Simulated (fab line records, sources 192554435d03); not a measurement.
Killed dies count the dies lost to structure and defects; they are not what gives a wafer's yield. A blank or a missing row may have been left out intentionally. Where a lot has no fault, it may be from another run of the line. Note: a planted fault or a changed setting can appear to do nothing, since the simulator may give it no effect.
Matching of chambers -- flow n5Finfet -- rieDiel-03 running N5_STI_FIN_REVEAL_ETCHBACK_08: 4 sister chambers
The step etches SiO2 in C4F6/O2, target depth 30.5 nm, time 10.167 s. 14 wafers are shown with their chamber, then 7 later ones without.

EACH WAFER AND ITS CHAMBER
wafer,chamber,rfVppV (V),throttleValvePct (%),oesProductAu (a.u.)
L077.1,2,681,20.97,0.97
L077.2,1,674,21.14,0.76
L077.4,3,632,21.20,0.74
L083.3,1,673,21.15,0.74
L083.4,3,632,21.23,0.73
L083.6,0,665,21.21,0.94
L089.1,2,683,21.00,0.87
L089.3,3,631,21.24,0.71
L089.6,2,682,21.00,0.88
L091.4,0,665,21.23,0.91
L091.5,3,631,21.24,0.71
L091.6,2,681,20.99,0.88
L093.1,2,681,21.00,0.87
L093.4,3,631,21.27,0.71

SIGNATURES (averages over the wafers above)
reading,chamber 0,chamber 1,chamber 2,chamber 3,scatter within a chamber
rfVppV,665.00,673.50,681.60,631.40,0.7
throttleValvePct,21.2200,21.1450,20.9920,21.2360,0.0186
oesProductAu,0.9250,0.7500,0.8940,0.7200,0.0296
Rule: for a wafer and a chamber, the distance is found by dividing, reading by reading, the gap between the wafer's reading and the chamber's mean by the reading's scatter, squaring, summing and taking the root. The wafer belongs to the nearest chamber; if the next one is less than 2 further off, it can't be placed. How the scatter is found: for the shown wafers, subtract from each reading the mean of its chamber, square and add these, divide the total by (wafers less chambers), then take the root.

WAFERS WITHOUT THEIR CHAMBER
wafer,rfVppV (V),throttleValvePct (%),oesProductAu (a.u.)
L093.5,681,21.02,0.86
L094.4,665,21.23,0.88
L094.5,665,21.24,0.89
L094.6,673,21.20,0.72
L095.1,666,21.25,0.89
L095.3,632,21.28,0.71
L095.6,682,21.02,0.85

THE CHAMBER EACH PASSED THROUGH
wafer,from the rows above,in truth
L093.5,2,2
L094.4,0,0
L094.5,0,0
L094.6,1,1
L095.1,0,0
L095.3,3,3
L095.6,2,2
Correctly placed: 7 of 7. Left unplaced by these rows: 0. Placed wrongly: 0.
